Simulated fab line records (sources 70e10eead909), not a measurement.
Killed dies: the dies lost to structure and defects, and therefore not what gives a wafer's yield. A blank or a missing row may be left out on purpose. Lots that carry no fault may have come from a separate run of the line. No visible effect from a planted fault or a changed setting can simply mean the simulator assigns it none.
A lot that was struck, set against a sound lot :: flow nand harc :: 13 steps out of a route of 1159
Sound: wafers L696.1, L696.4, L696.6. The struck wafers were L711.1, L711.2, L711.6. The cause is given at the end.
Order at every step that has rows: each side's tool, ch and its chambers, its first start. Under that, the readings that differ: sound wafers :: struck wafers :: difference of the means :: sigmas: that difference in standard deviations of wafers without a fault.
alike: readings whose means differ by less than 2 such deviations, and words and numbers that are the same on both sides. not compared: withheld readings, readings that some wafer has no value for, bounds like >300 that may hide the same value, and numbers for which the record gives no deviation and whose values overlap.
The two part at a step that has a row with sigmas, a row that says differs or no value, or rows on one side only. Numbers that have no deviation but don't overlap get no sigmas and don't part them. A reading that every wafer of one side lacks parts them only if that side has two wafers or more.

first, 1 step without rows for these wafers: NHARC_P_M1_PRE_CLEAN_30 (time 30 s).
NHARC_P_M1_PVD_20: deposits TaN, target thk 5 nm, time 8.06 s.
  sound on pvd sputter-01; struck on pvd sputter-03
  alike: chamber pressure pa, throttle valve pct
NHARC_P_M1_PVD_21: deposits Cu, target thk 30 nm, time 20.49 s.
  sound on pvd sputter-01; struck on pvd sputter-03
  alike: chamber pressure pa, throttle valve pct
then, 1 step without rows for these wafers: NHARC_P_M1_ECD_22 (material Cu, target thk 400 nm).
NHARC_P_M1_ANNEAL_31: time 90 s.
  sound on rtp anneal-02 ch 0, day 6 16:07; struck on rtp anneal-02 ch 0, day 9 20:35
  alike: wafer_temp_C_max
NHARC_P_M1_CMP_23: polishes, t overpolish 20 s, target thk 157.82 nm.
  sound on cmp-01 ch 1,3, day 6 16:27; struck on cmp-03 ch 0,1,2, day 9 20:57
  alike: motor current A, slurry filter dp kPa, time to endpoint s
NHARC_P_M1_THK_MEAS_24: measures by xrf.
  sound: film metro-01 at day 6 16:46; struck: film metro-01 at day 9 21:14
  alike: thk nm
next, for these wafers, 1 step has no rows: NHARC_P_M1_SRD_25.
NHARC_P_M1_INSPECT_27:
  sound: defect inspect-02 at day 6 16:55; struck: defect inspect-01 at day 9 21:24
  alike: raw defect count
NHARC_P_M1_PRE_CLEAN_32: time 12 s.
  sound on pecvd-01 ch 0,1,2, day 6 17:01; struck on pecvd-02 ch 0,2, day 9 21:28
  alike: heater power w
then, 1 step without rows for these wafers: NHARC_P_M1_DEP_33 (deposits SiCN, target thk 30 nm).
NHARC_P_M2_DEP_00: deposits SiOC, target thk 182.5 nm.
  sound on pecvd-01 ch 0,1,2, day 6 17:34; struck on pecvd-01 ch 0,1, day 9 22:01
  no value came back on the struck wafers for chamber pressure Torr (Torr), rf fwd power W (W); on the sound wafers chamber pressure Torr (Torr) reads 4.993 4.989 5.007
then, 1 step without rows for these wafers: NHARC_P_M2_DEHYDRATE_01 (time 120 s).

== WHERE THEY PART ==
At NHARC_P_M2_DEP_00 and nowhere else, as far as this record goes.

WHY: the cause the simulator had injected
Step skipped in full: pecvd-01, at NHARC_P_M2_DEP_00, from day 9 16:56 onward. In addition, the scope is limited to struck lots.
